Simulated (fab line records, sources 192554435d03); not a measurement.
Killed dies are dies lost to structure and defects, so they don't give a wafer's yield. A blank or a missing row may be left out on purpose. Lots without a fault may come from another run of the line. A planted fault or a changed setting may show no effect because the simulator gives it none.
A struck lot beside a sound one | flow n5_finfet | 17 steps out of a route of 1938
Sound: wafers L165.1, L165.3, L165.6. Struck: wafers L169.1, L169.2, L169.4. The cause comes at the end.
At each step with rows: each side's tool, then ch and its chambers, then its first start. Under that, the readings that differ: sound wafers | struck wafers | difference of the means | sigmas: that difference in standard deviations of wafers without a fault.
alike: readings whose means differ by less than 2 such deviations, and words and numbers that are the same on both sides. not compared: withheld readings, readings that some wafer has no value for, bounds like >300 that may hide the same value, and numbers for which the record gives no deviation and whose values overlap.
The two part at a step that has a row with sigmas, a row that says differs or no value, or rows on one side only. Numbers that don't overlap but have no deviation are shown without sigmas and don't part them. A reading that every wafer of one side lacks parts them only if that side has two wafers or more.

N5_FIN_CUT_OVL_MEAS_09:
  sound on overlay-01 ch 0, day 4 09:18; struck on overlay-01 ch 0, day 5 14:56
  alike: FIN_CUT_OVL
N5_FIN_CUT_INSPECT_10: inspects for defects (brightfield).
  sound on defect_inspect-02, day 4 09:21; struck on defect_inspect-01, day 5 14:59
  alike: raw_defect_count
then, 2 steps without rows for these wafers: N5_FIN_CUT_DESCUM_13 (chemistry O2, time 7 s); N5_FIN_CUT_ETCH_30 (etches underlayer in N2/H2, target depth 13 nm, time 10.4 s).
N5_FIN_CUT_ETCH_20: etches SiARC in CF4, target depth 26 nm, time 43.3 s.
  sound on rie_diel-06 ch 0,1,2, day 4 09:26; struck on rie_diel-05 ch 1,2,3, day 5 15:19
  alike: drypump_motor_current_A, etch_rf_on_time_s, oes_product_au, rf_vpp_V, showerhead_plenum_p_Torr, throttle_valve_pct
  not compared: rf_hours_counter_h
N5_FIN_CUT_ETCH_21: etches SOC in N2/H2, target depth 219 nm, overetch 43.8 nm, time 523.5 s.
  sound on rie_diel-06 ch 0,1,2, day 4 09:29; struck on rie_diel-05 ch 1,2,3, day 5 15:21
  alike: drypump_motor_current_A, n2_flow_sccm, oes_product_au, rf_vpp_V, showerhead_plenum_p_Torr, throttle_valve_pct
  not compared: rf_hours_counter_h
then, 2 steps without rows for these wafers: N5_FIN_CUT_STRIP_23 (strips in N2/H2); N5_FIN_CUT_STRIP_31 (strips in N2/H2).
N5_FIN_CUT_STRIP_24: strips in CF4.
  sound on rie_diel-06 ch 0,1,2, day 4 09:49; struck on rie_diel-05 ch 1,2,3, day 5 15:41
  alike: drypump_motor_current_A, oes_product_au, rf_vpp_V, showerhead_plenum_p_Torr, throttle_valve_pct
  not compared: rf_hours_counter_h
then, 1 step without rows for these wafers: N5_FIN_CUT_CUT_ETCH_26 (etches SiNx in CH3F/O2, target depth 39 nm, time 55.7 s).
N5_FIN_CUT_CUT_ETCH_27: etches SiO2 in CHF3/O2, target depth 4 nm, overetch 2 nm, time 4.9 s.
  sound on rie_diel-06 ch 0,1,2, day 4 09:52; struck on rie_diel-05 ch 1,2,3, day 5 15:44
  reading      | sound       | struck      | difference | sigmas
  rf_vpp_V (V) | 517 522 516 | 532 548 545 | +23        | +2
  alike: drypump_motor_current_A, oes_product_au, showerhead_plenum_p_Torr, throttle_valve_pct
  not compared: rf_hours_counter_h
then, 1 step without rows for these wafers: N5_FIN_CUT_PRECLEAN_35 (cleans in vHF, time 13.3 s).
N5_FIN_CUT_CUT_ETCH_15: etches Si in HBr/Cl2/O2, target depth 100 nm, bt time 10 s, time 42.4 s.
  sound on rie_si-06 ch 0,1,3, day 4 10:07; struck on rie_si-06 ch 0,2,3, day 5 15:53
  reading                                  | sound             | struck            | difference | sigmas
  model.etch.depth_nm (nm)                 | 98.49 100.7 99.72 | 92.58 92.37 94.33 | -6.54      |
  model.FIN_CUT.feature_depth_nm (nm)      | 98.4 100.8 99.8   | 92.6 92.4 94.4    | -6.5       |
  model.SOC_of_FIN_CUT_COAT_18.thk_nm (nm) | 172.2 170.2 171.2 | 172.6 173.2 172.4 | +1.5       |
  alike: drypump_motor_current_A, oes_product_au, throttle_valve_pct
  not compared: rf_hours_counter_h
N5_FIN_CUT_CUT_ETCH_28: etches Si in HBr/Cl2/O2, target depth 6 nm, time 2.4 s.
  sound on rie_si-06 ch 0,1,3, day 4 10:10; struck on rie_si-06 ch 0,2,3, day 5 15:56
  reading                                  | sound             | struck            | difference | sigmas
  model.SOC_of_FIN_CUT_COAT_18.thk_nm (nm) | 170.6 168.6 169.6 | 170.8 171.6 170.8 | +1.5       |
  alike: drypump_motor_current_A, oes_product_au, throttle_valve_pct
  not compared: rf_hours_counter_h
N5_FIN_CUT_STRIP_22: strips in N2/H2.
  sound on rie_diel-06 ch 0,3, day 4 10:19; struck on rie_diel-06 ch 1,2,3, day 5 16:05
  alike: drypump_motor_current_A, n2_flow_sccm, oes_product_au, rf_vpp_V, showerhead_plenum_p_Torr, throttle_valve_pct
  not compared: rf_hours_counter_h
-- the record jumps here: 6 days lie between the struck wafers' starts before and after (it left off in module FIN_CUT and takes up again in module BEOL_M4, whose first step shown is number 1111 of the route) --
N5_BEOL_M4_RC_MEAS_101:
  sound on prober-02 ch 0, day 10 05:39; struck on prober-01 ch 0, day 12 02:25
  alike: DIBL_N, DIBL_P, IOFF_N, IOFF_P, ION_N, ION_P, SS_N, SS_P, VT_N, VT_P
-- the record jumps here: 4 days lie between the struck wafers' starts before and after (it left off in module BEOL_M4 and takes up again in module PASSIVATION, whose first step shown is number 1936 of the route) --
N5_PASSIVATION_PROBE_49:
  the record has rows for the struck wafers here (prober-02, day 16 00:30) and none for the sound ones

WHERE THEY PART
First at N5_FIN_CUT_CUT_ETCH_27; last, within this record, at N5_PASSIVATION_PROBE_49.

WHY: what the simulator had put in
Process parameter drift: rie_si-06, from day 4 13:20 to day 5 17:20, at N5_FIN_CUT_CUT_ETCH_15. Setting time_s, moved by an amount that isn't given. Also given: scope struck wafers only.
